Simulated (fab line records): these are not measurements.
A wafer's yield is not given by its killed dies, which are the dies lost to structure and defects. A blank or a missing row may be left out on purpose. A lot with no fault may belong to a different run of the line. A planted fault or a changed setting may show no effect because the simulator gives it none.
Which of the tools did it? ; flow n5Finfet ; Sampling: 10 lots, 30 wafers, 2 of 1938 route steps

## WHAT EACH GAUGE READ, for each wafer
N5_FIN_SAQP_OVL_MEAS_17.
lot;measured;on;FIN_CORE_OVL (nm)
L109;day 2 05:02;overlay-01;-0.8 -0.6 -0.6
L110;day 2 09:50;overlay-02;-1.0 -0.3 0.5
L113;day 3 04:47;overlay-01;0.3 -1.1 -0.7
L114;day 3 11:29;overlay-01;1.2 -0.1 -0.6
L116;day 3 22:49;overlay-01;0.2 0.1 1.1
L119;day 4 17:03;overlay-01;-0.2 0.5 0.3
L125;day 6 05:31;overlay-01;18.1 18.2 17.0
L126;day 6 09:46;overlay-01;17.6 18.7 18.0
L128;day 6 23:51;overlay-02;1.4 2.2 0.6
L129;day 7 04:17;overlay-01;-0.3 0.2 0.9

## WHAT TOOL EACH LOT RAN ON (gives the tool, then ch and the chambers of the sampled wafers, and finally the start)
lot;N5_FIN_SAQP_EXPOSE_13
L109;arfiScanner-02 ch 0, day 2 04:52
L110;arfiScanner-02 ch 0, day 2 09:41
L113;arfiScanner-03 ch 0, day 3 04:37
L114;arfiScanner-03 ch 0, day 3 11:20
L116;arfiScanner-02 ch 0, day 3 22:40
L119;arfiScanner-03 ch 0, day 4 16:53
L125;arfiScanner-03 ch 0, day 6 05:22
L126;arfiScanner-03 ch 0, day 6 09:37
L128;arfiScanner-02 ch 0, day 6 23:41
L129;arfiScanner-02 ch 0, day 7 04:08
- N5_FIN_SAQP_EXPOSE_13: exposes mask FIN CORE, target cd 35.6 nm.

## THE ANSWER, worked out from the rows above alone
Rule: the usual values come from the lots themselves. Put in order of their means at a reading, lots are off if they are a third of the lots or fewer, leave a main group of 4 or more, and stand apart from it by a gap of 3 or more times the standard deviation of the main group's means; of several such gaps the widest counts. A main group whose means are all the same, to the digits that the tables above print for the reading, isn't used. A lot without any number at a reading at which 4 lots or more have one is off too. All remaining lots with rows at the step are treated as sound.
Off: at N5_FIN_SAQP_OVL_MEAS_17 (FIN_CORE_OVL), L125, L126. The main group has a mean of 0.1 nm with a standard deviation of 0.61.
If a tool, at a process step before that reading, ran all the lots that are off and no sound lot after the first of them, it fits. Gauges at N5_FIN_SAQP_OVL_MEAS_17: tried the same way as those tools. One fits: arfiScanner-03 at N5_FIN_SAQP_EXPOSE_13. Its last sound lot is L119 (day 4 16:53), its first lot that is off L125 (day 6 05:22): a fault that began between those two fits.

## WHAT WAS PUT IN BY THE SIMULATOR
Scanner matching overlay: arfiScanner-03, from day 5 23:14 on, at N5_FIN_SAQP_EXPOSE_13. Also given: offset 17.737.
Shown lots that were struck: L125, L126. The same result came from the rule above.
